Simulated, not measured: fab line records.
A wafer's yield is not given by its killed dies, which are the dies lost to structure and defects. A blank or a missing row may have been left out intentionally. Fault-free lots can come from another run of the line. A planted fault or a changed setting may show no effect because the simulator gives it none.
What tool caused it? | flow n5 finfet | Sampling: 10 lots, 30 wafers, 5 of 1938 route steps

WHAT EACH GAUGE READ, for each wafer
N5_ILD0_THK_MEAS_04. Usual: thk nm at 197.6 nm, with a standard deviation of 0.97.
lot  | measured    | on            | thk nm (nm)       | flag
L548 | day 3 12:10 | film metro-02 | 196.2 197.4 198.0 |
L556 | day 5 11:14 | film metro-02 | 197.4 199.6 197.6 |
L557 | day 5 17:10 | film metro-02 | 198.0 196.3 196.8 |
L558 | day 6 03:44 | film metro-01 | 197.9 197.5 198.5 |
L559 | day 6 09:40 | film metro-01 | 198.2 199.4 197.2 |
L560 | day 6 13:56 | film metro-01 | 197.3 196.2 197.9 |
L566 | day 8 01:59 | film metro-02 | 197.9 197.2 198.5 |
L567 | day 8 07:01 | film metro-01 | 196.8 196.9 196.4 |
L568 | day 8 17:50 | film metro-01 | 197.9 198.3 196.4 |
L569 | day 8 21:12 | film metro-02 | 198.6 195.7 197.6 |

N5_BEOL_M4_RC_MEAS_101. Usual: DIBL_N 36.1 mV/V, standard deviation 2.3; DIBL_P 36 mV/V, standard deviation 3.2; IOFF_N 0.16 nA/um, standard deviation 0.045; IOFF_P 0.21 nA/um, standard deviation 0.049; ION_N 674 uA/um, standard deviation 14; ION_P 462 uA/um, standard deviation 8.4; SS_N 71.6 mV/dec, standard deviation 0.83; SS_P 73.2 mV/dec, standard deviation 0.87; VT_N 249 mV, standard deviation 3.8; VT_P -250 mV, standard deviation 3.4.
lot  | measured     | on        | DIBL_N (mV/V)  | DIBL_P (mV/V) | IOFF_N (nA/um) | IOFF_P (nA/um) | ION_N (uA/um) | ION_P (uA/um) | SS_N (mV/dec)  | SS_P (mV/dec)  | VT_N (mV)   | VT_P (mV)      | flag
L548 | day 10 20:59 | prober-02 | 35.1 39.1 37.9 | 34 39 37      | 0.13 0.20 0.18 | 0.21 0.28 0.25 | 659 675 673   | 461 466 465   | 70.7 72.3 71.7 | 72.9 73.6 73.7 | 250 248 248 | -249 -246 -245 |
L556 | day 12 22:52 | prober-02 | 34.9 36.0 34.8 | 34 36 33      | 0.12 0.14 0.12 | 0.15 0.19 0.15 | 652 668 645   | 444 456 439   | 70.7 71.9 70.9 | 71.9 73.5 72.9 | 253 251 254 | -255 -255 -257 |
L557 | day 14 01:37 | prober-01 | 31.5 30.9 30.0 | 30 30 29      | 0.09 0.09 0.09 | 0.14 0.14 0.13 | 645 657 653   | 446 456 455   | 70.8 69.4 69.6 | 72.5 71.8 71.3 | 257 254 256 | -254 -252 -255 |
L558 | day 13 15:51 | prober-01 | 33.8 34.2 34.2 | 34 34 34      | 0.16 0.14 0.15 | 0.22 0.21 0.21 | 667 662 684   | 462 460 474   | 71.5 71.5 71.1 | 73.0 72.4 73.1 | 248 250 248 | -248 -249 -249 |
L559 | day 14 05:34 | prober-02 | 35.8 35.1 37.7 | 34 34 37      | 0.12 0.13 0.16 | 0.21 0.20 0.25 | 652 662 675   | 457 464 465   | 71.0 71.3 71.9 | 73.4 71.6 73.4 | 254 251 251 | -251 -249 -247 |
L560 | day 13 09:17 | prober-02 | 34.9 35.4 34.2 | 35 33 33      | 0.13 0.13 0.11 | 0.20 0.17 0.15 | 682 662 648   | 472 458 444   | 71.0 71.3 70.2 | 73.2 72.0 72.0 | 253 251 257 | -250 -255 -256 |
L566 | day 15 19:40 | prober-02 | 36.0 34.3 38.8 | 35 33 39      | 0.16 0.15 0.24 | 0.22 0.20 0.29 | 669 670 688   | 460 459 464   | 71.3 71.2 72.0 | 72.8 72.3 73.4 | 248 248 243 | -247 -248 -247 |
L567 | day 17 04:29 | prober-01 | 35.1 36.6 35.3 | 37 38 37      | 0.15 0.19 0.15 | 0.23 0.23 0.21 | 659 682 665   | 460 457 454   | 71.3 72.4 71.9 | 73.8 73.2 73.4 | 250 248 252 | -250 -250 -250 |
L568 | day 15 22:50 | prober-02 | 37.6 39.2 36.5 | 38 41 37      | 0.17 0.21 0.15 | 0.20 0.28 0.20 | 673 674 675   | 458 466 462   | 71.3 72.2 71.2 | 73.8 75.1 73.9 | 248 249 248 | -252 -249 -254 |
L569 | day 17 04:50 | prober-02 | 40.9 40.3 39.2 | 44 43 41      | 0.28 0.30 0.26 | 0.38 0.36 0.31 | 686 695 685   | 469 472 464   | 73.0 72.4 72.8 | 75.4 74.8 75.0 | 241 239 243 | -241 -240 -243 |

WHICH TOOL RAN EACH LOT (tool, then ch and the chambers of the sampled wafers, then the start)
lot  | N5_ILD0_LINER_00                 | N5_ILD0_CMP_12               | N5_SDB_DESCUM_16
L548 | ald sin-03 ch 1,2, day 3 09:31   | cmp-01 ch 0,2,3, day 3 15:29 | rie diel-01 ch 1,3, day 3 16:21
L556 | ald sin-04 ch 0,3, day 5 08:34   | cmp-03 ch 0,1,2, day 5 14:33 | rie diel-01 ch 1,3, day 5 15:22
L557 | ald sin-03 ch 1,2,3, day 5 14:31 | cmp-03 ch 2,3, day 5 20:25   | rie diel-04 ch 0,1, day 5 21:32
L558 | ald sin-03 ch 0,1, day 6 00:43   | cmp-01 ch 1,2,3, day 6 07:01 | rie diel-03 ch 1,3, day 6 07:45
L559 | ald sin-04 ch 1,2, day 6 07:01   | cmp-03 ch 1,2,3, day 6 12:59 | rie diel-03 ch 0,1,2, day 6 13:46
L560 | ald sin-01 ch 0,2,3, day 6 11:16 | cmp-02 ch 0,1,3, day 6 17:10 | rie diel-03 ch 0,1,3, day 6 18:04
L566 | ald sin-01 ch 0,1,3, day 7 23:10 | cmp-01 ch 0,1, day 8 05:22   | rie diel-04 ch 0,3, day 8 06:08
L567 | ald sin-03 ch 1,2,3, day 8 04:20 | cmp-03 ch 0,2, day 8 10:17   | rie diel-04 ch 0,2,3, day 8 11:03
L568 | ald sin-04 ch 0,1,2, day 8 15:09 | cmp-01 ch 0,1,3, day 8 21:28 | rie diel-01 ch 0,2,3, day 8 22:21
L569 | ald sin-04 ch 1,2,3, day 8 18:32 | cmp-02 ch 1,2, day 9 00:43   | rie diel-03 ch 1,2, day 9 01:37
- N5_ILD0_LINER_00: material SiNx, target thk 4 nm, pulse time 1 s, purge time 2 s.
- N5_ILD0_CMP_12: polishes SiNx, stops on poly-Si, t overpolish 6 s, target thk 17.67 nm.
- N5_SDB_DESCUM_16: chemistry O2, time 7.9 s.

WHAT THE TOOLS THEMSELVES READ (means of the sampled wafers that have a number; where no wafer has one, the mark that the record gives instead)
N5_ILD0_LINER_00. Usual: heater power w 885 W, standard deviation 63; precursor pulse height rel 0.999, standard deviation 0.021; susceptor temp C 399.99 C, standard deviation 0.21.
lot  | tool       | heater power w (W) | precursor pulse height rel | susceptor temp C (C) | flag
L548 | ald sin-03 | 862                | 0.998                      | 399.97               |
L556 | ald sin-04 | 823                | 0.984                      | 400.03               |
L557 | ald sin-03 | 872                | 1.024                      | 400.02               |
L558 | ald sin-03 | 943                | 1.014                      | 399.94               |
L559 | ald sin-04 | 952                | 1.008                      | 399.95               |
L560 | ald sin-01 | 827                | 1.003                      | 400.08               |
L566 | ald sin-01 | 859                | 1.011                      | 400.08               |
L567 | ald sin-03 | 889                | 1.012                      | 399.88               |
L568 | ald sin-04 | 915                | 0.981                      | 399.98               |
L569 | ald sin-04 | 897                | 0.995                      | 399.90               |

N5_ILD0_CMP_12. Usual: head pressure psi 2.499 psi, standard deviation 0.0052; motor current A 9.3 A, standard deviation 0.84; overpolish run s 6.000 s, standard deviation 0.0087; pad life wafers 1190, standard deviation 440; time to endpoint s 28.7 s, standard deviation 2.4.
lot  | tool   | head pressure psi (psi) | motor current A (A) | overpolish run s (s) | pad life wafers | time to endpoint s (s) | flag
L548 | cmp-01 | 2.500                   | 8.8                 | 5.996                | 734             | 26.7                   |
L556 | cmp-03 | 2.504                   | 10.0                | 5.999                | 812             | 31.0                   |
L557 | cmp-03 | 2.500                   | 9.6                 | 6.002                | 852             | 28.4                   |
L558 | cmp-01 | 2.500                   | 8.3                 | 5.999                | 1130            | 26.4                   |
L559 | cmp-03 | 2.503                   | 9.6                 | 5.997                | 973             | 31.5                   |
L560 | cmp-02 | 2.498                   | 9.4                 | 6.001                | 1759            | 30.7                   |
L566 | cmp-01 | 2.629                   | 9.7                 | 6.001                | 1470            | 29.8                   | OFF
L567 | cmp-03 | 2.502                   | 10.1                | 6.011                | 1436            | 26.3                   |
L568 | cmp-01 | 2.566                   | 8.6                 | 5.996                | 1639            | 26.0                   | OFF
L569 | cmp-02 | 2.508                   | 9.3                 | 5.996                | 152             | 30.3                   |

N5_SDB_DESCUM_16. Usual: chamber pressure mTorr 20.001 mTorr, standard deviation 0.019; drypump motor current A 5.69 A, standard deviation 0.2; oes product au 0.77 a.u., standard deviation 0.07; rf vpp V 243.3 V, standard deviation 1.3; showerhead plenum p Torr 2.09 Torr, standard deviation 0.066; throttle valve pct 20.48 %, standard deviation 0.24.
lot  | tool        | chamber pressure mTorr (mTorr) | drypump motor current A (A) | oes product au (a.u.) | rf vpp V (V) | showerhead plenum p Torr (Torr) | throttle valve pct (%) | flag
L548 | rie diel-01 | 20.004                         | 5.76                        | 0.76                  | 243.6        | 2.10                            | 20.20                  |
L556 | rie diel-01 | 19.985                         | 5.65                        | 0.82                  | 244.6        | 2.14                            | 20.24                  |
L557 | rie diel-04 | 20.004                         | 5.90                        | 0.69                  | 243.5        | 2.07                            | 20.79                  |
L558 | rie diel-03 | 19.985                         | 5.74                        | 0.81                  | 242.4        | 2.01                            | 20.47                  |
L559 | rie diel-03 | 19.993                         | 5.77                        | 0.76                  | 242.6        | 2.10                            | 20.53                  |
L560 | rie diel-03 | 20.013                         | 5.65                        | 0.77                  | 242.1        | 2.03                            | 20.44                  |
L566 | rie diel-04 | 20.014                         | 5.64                        | 0.88                  | 243.4        | 2.11                            | 20.70                  |
L567 | rie diel-04 | 20.022                         | 5.51                        | 0.78                  | 243.3        | 2.14                            | 20.65                  |
L568 | rie diel-01 | 19.988                         | 5.73                        | 0.74                  | 243.5        | 2.04                            | 20.43                  |
L569 | rie diel-03 | 20.003                         | 5.90                        | 0.75                  | 243.7        | 2.11                            | 20.51                  |

THE ANSWER, worked out from the rows above alone
Rule: a lot is off if the mean of its wafers that have a number lies more than 3 standard deviations from the usual mean. Also off: a lot with no number at a reading for which 4 or more lots have one. Any other lot the step has rows for is counted as sound. First the gauges in route order, then the tools' own readings, where a lot's mean is used as printed above. The first step at which some lot is off is used, and at that step the reading that is off furthest; a lot without a number counts as furthest.
Off: L566, L568 (N5_ILD0_CMP_12, head pressure psi).
A tool fits if, at that step or a process step before it, it ran every lot that is off, and no sound lot after the first of them. One fits: cmp-01 at N5_ILD0_CMP_12. Its last sound lot is L558 (day 6 07:01), its first lot that is off L566 (day 8 05:22): a fault that began between those two fits.
The tool's own readings at N5_ILD0_CMP_12 bear it out: on the lots that are off they differ by more than 5 times the standard deviation of the sound lots' means. head pressure psi reads 2.598 psi there against 2.502 psi on the sound lots.

WHAT WAS PUT IN BY THE SIMULATOR
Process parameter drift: cmp-01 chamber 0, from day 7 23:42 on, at N5_ILD0_CMP_12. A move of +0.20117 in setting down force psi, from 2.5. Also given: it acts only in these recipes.
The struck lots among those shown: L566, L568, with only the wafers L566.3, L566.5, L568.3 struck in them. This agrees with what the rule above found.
